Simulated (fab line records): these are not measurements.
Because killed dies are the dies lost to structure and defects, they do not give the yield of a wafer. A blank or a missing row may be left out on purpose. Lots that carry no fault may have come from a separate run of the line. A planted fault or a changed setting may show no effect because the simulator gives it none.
Chamber matching :: flow n5_finfet :: N5_FIN_SAQP_MANDREL_ETCH_58 on rie_si-05 has 4 sister chambers
The step etches a-Si in HBr/Cl2, stops on SiNx, target depth 45 nm, bt time 10 s, time 27 s. 8 wafers are shown with their chamber, then 11 later ones without.

## EACH WAFER AND ITS CHAMBER
wafer: L083.1
chamber: 2
throttle_valve_pct (%): 35.46
drypump_motor_current_A (A): 6.4

wafer: L084.1
chamber: 3
throttle_valve_pct (%): 35.61
drypump_motor_current_A (A): 5.9

wafer: L084.5
chamber: 0
throttle_valve_pct (%): 36.17
drypump_motor_current_A (A): 5.5

wafer: L084.6
chamber: 3
throttle_valve_pct (%): 35.60
drypump_motor_current_A (A): 5.9

wafer: L086.2
chamber: 0
throttle_valve_pct (%): 36.16
drypump_motor_current_A (A): 5.5

wafer: L086.3
chamber: 1
throttle_valve_pct (%): 35.52
drypump_motor_current_A (A): 5.8

wafer: L086.6
chamber: 2
throttle_valve_pct (%): 35.46
drypump_motor_current_A (A): 6.4

wafer: L089.2
chamber: 1
throttle_valve_pct (%): 35.53
drypump_motor_current_A (A): 5.9

## WAFERS WITH NO CHAMBER GIVEN
wafer: L089.5
throttle_valve_pct (%): 36.14
drypump_motor_current_A (A): 5.5

wafer: L089.6
throttle_valve_pct (%): 35.51
drypump_motor_current_A (A): 5.9

wafer: L093.1
throttle_valve_pct (%): 35.63
drypump_motor_current_A (A): 5.9

wafer: L093.3
throttle_valve_pct (%): 36.16
drypump_motor_current_A (A): 5.5

wafer: L093.6
throttle_valve_pct (%): 35.46
drypump_motor_current_A (A): 6.4

wafer: L095.4
throttle_valve_pct (%): 35.61
drypump_motor_current_A (A): 5.9

wafer: L095.5
throttle_valve_pct (%): 35.62
drypump_motor_current_A (A): 5.9

wafer: L095.6
throttle_valve_pct (%): 36.14
drypump_motor_current_A (A): 5.5

wafer: L097.4
throttle_valve_pct (%): 36.14
drypump_motor_current_A (A): 5.5

wafer: L097.5
throttle_valve_pct (%): 36.14
drypump_motor_current_A (A): 5.5

wafer: L097.6
throttle_valve_pct (%): 35.60
drypump_motor_current_A (A): 5.9

## EACH ONE'S CHAMBER
wafer: L089.5
from the rows above: 0
in truth: 0

wafer: L089.6
from the rows above: 1
in truth: 1

wafer: L093.1
from the rows above: 3
in truth: 3

wafer: L093.3
from the rows above: 0
in truth: 0

wafer: L093.6
from the rows above: 2
in truth: 2

wafer: L095.4
from the rows above: 3
in truth: 3

wafer: L095.5
from the rows above: 3
in truth: 3

wafer: L095.6
from the rows above: 0
in truth: 0

wafer: L097.4
from the rows above: 0
in truth: 0

wafer: L097.5
from the rows above: 0
in truth: 0

wafer: L097.6
from the rows above: 3
in truth: 3
11 of 11 placed correctly. From these rows, 0 cannot be placed. Wrongly placed: 0.
How it was worked out, from the rows above alone: a wafer's distance from a chamber is the root of the sum, over the readings, of the square of ((its reading less the chamber's mean) divided by the reading's scatter). The wafer belongs to the nearest chamber; if the next one is less than 2 further off, it can't be placed. For every chamber, the mean is computed from those of its wafers that are shown. The scatter: the root of (the sum of the squares of (reading less its chamber's mean) over the shown wafers, divided by (wafers less chambers)).
